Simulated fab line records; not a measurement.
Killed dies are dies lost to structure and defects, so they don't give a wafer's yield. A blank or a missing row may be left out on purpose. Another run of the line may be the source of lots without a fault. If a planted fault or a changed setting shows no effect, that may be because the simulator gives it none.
One fault through the eyes of 3 desks / flow n5Finfet / each desk holds nothing but its own numbers, with what lay behind them at the end

## DESK OF THE TOOL OWNER: rtpAnneal-02
The tool's own readings at N5_BEOL_M2_ANNEAL_51 (time 90 s): means of the sampled wafers that have a number, for each lot that ran on this tool. A lot is out of limits, marked OUT, if its mean lies more than 4 standard deviations from the usual mean; the brackets give that distance.
Columns: A = wafer_temp_C_max at N5_BEOL_M2_ANNEAL_51, usual 225.73
lot=L769; first seen here=day 7 13:59; A=225.80
lot=L770; first seen here=day 7 17:58; A=225.93
lot=L779; first seen here=day 10 05:24; A=225.76
lot=L781; first seen here=day 10 13:49; A=225.66
lot=L784; first seen here=day 10 22:05; A=223.29 (-13) OUT
lot=L783; first seen here=day 10 23:58; A=223.13 (-14) OUT
This desk's verdict: out of limits on L783, L784, starting with L784 at day 10 22:05 (wafer_temp_C_max at N5_BEOL_M2_ANNEAL_51). L769, L770, L779, L781 stayed within limits.

## THE DEFECT DESK
Counts from the inspections along the route, per lot, as means over the sampled wafers that have a number. A lot is out of limits, marked OUT, if its mean lies more than 4 standard deviations from the usual mean; the brackets give that distance.
Columns: A = rawDefectCount at N5_BEOL_M2_INSPECT_59, usual 71
lot=L769; first seen here=day 7 14:49; A=70
lot=L770; first seen here=day 7 18:48; A=64
lot=L771; first seen here=day 7 20:41; A=87
lot=L776; first seen here=day 9 03:48; A=73
lot=L777; first seen here=day 10 00:43; A=101
lot=L779; first seen here=day 10 06:16; A=65
lot=L781; first seen here=day 10 14:40; A=61
lot=L782; first seen here=day 10 20:21; A=79
lot=L784; first seen here=day 10 22:58; A=72
lot=L783; first seen here=day 11 00:56; A=53
lot=L791; first seen here=day 14 13:50; A=71
This desk's finding: nothing out of limits on any of the 11 lots.

## AT THE METROLOGY DESK
Lot by lot, what the gauges showed, no matter which tool ran the lot: averages of those sampled wafers that carry a number. A lot is out of limits, marked OUT, if its mean lies more than 4 standard deviations from the usual mean; the brackets give that distance. Of its 11 readings 7 are shown: those that lie furthest out on some lot.
Columns: A = M2_THK at N5_BEOL_M2_THK_MEAS_53, usual 41.0 nm; B = DIBL_N at N5_BEOL_M4_RC_MEAS_101, usual 36.3 mV/V; C = DIBL_P at N5_BEOL_M4_RC_MEAS_101, usual 36.6 mV/V; D = IOFF_N at N5_BEOL_M4_RC_MEAS_101, usual 0.17 nA/um; E = IOFF_P at N5_BEOL_M4_RC_MEAS_101, usual 0.23 nA/um; F = SS_P at N5_BEOL_M4_RC_MEAS_101, usual 73.4 mV/dec; G = VT_P at N5_BEOL_M4_RC_MEAS_101, usual -248.9 mV
lot=L769; first seen here=day 7 14:32; A=41.7; B=37.0; C=37.1; D=0.19; E=0.24; F=73.3; G=-248.3
lot=L770; first seen here=day 7 18:31; A=39.7; B=37.2; C=38.7; D=0.20; E=0.28; F=73.6; G=-244.0
lot=L771; first seen here=day 7 20:24; A=42.1; B=33.4; C=35.1; D=0.15; E=0.20; F=72.7; G=-249.7
lot=L776; first seen here=day 9 03:31; A=43.3; B=37.0; C=37.3; D=0.18; E=0.23; F=73.9; G=-248.2
lot=L777; first seen here=day 10 00:24; A=41.5; B=37.4; C=36.5; D=0.17; E=0.21; F=73.2; G=-250.8
lot=L779; first seen here=day 10 05:57; A=40.0; B=34.0; C=34.4; D=0.14; E=0.20; F=73.1; G=-251.0
lot=L781; first seen here=day 10 14:19; A=39.3; B=35.4; C=33.4; D=0.17; E=0.23; F=72.9; G=-246.4
lot=L782; first seen here=day 10 19:56; A=40.6; B=35.7; C=36.5; D=0.16; E=0.19; F=74.0; G=-252.9
lot=L784; first seen here=day 10 22:40; A=43.9; B=37.5; C=38.2; D=0.20; E=0.25; F=74.3; G=-246.6
lot=L783; first seen here=day 11 00:34; A=42.2; B=38.5; C=39.5; D=0.22; E=0.25; F=73.6; G=-248.9
lot=L791; first seen here=day 14 13:33; A=40.0; B=34.5; C=34.2; D=0.14; E=0.18; F=72.9; G=-249.6
This desk's finding: nothing out of limits on any of the 11 lots.

## ALL TOGETHER
An alarm could have come from the tool owner's desk at day 10 22:05, on L783, L784.
Nothing out of limits was seen by the defect desk.
Metrology desk: nothing out of limits seen.
The defect desk has L783, L784 on record, within its limits.
The metrology desk holds a record of L783, L784, inside its limits.
The lots listed all ran N5_BEOL_M2_ANNEAL_51 on rtpAnneal-02.

## WHAT THE SIMULATOR HAD INSERTED
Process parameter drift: rtpAnneal-02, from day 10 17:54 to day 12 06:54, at N5_BEOL_M2_ANNEAL_51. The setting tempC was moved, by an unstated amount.
Struck lots among those shown: L783, L784.
Each desk's first reading out of limits, in hours after the fault started: the tool owner's desk, 4.
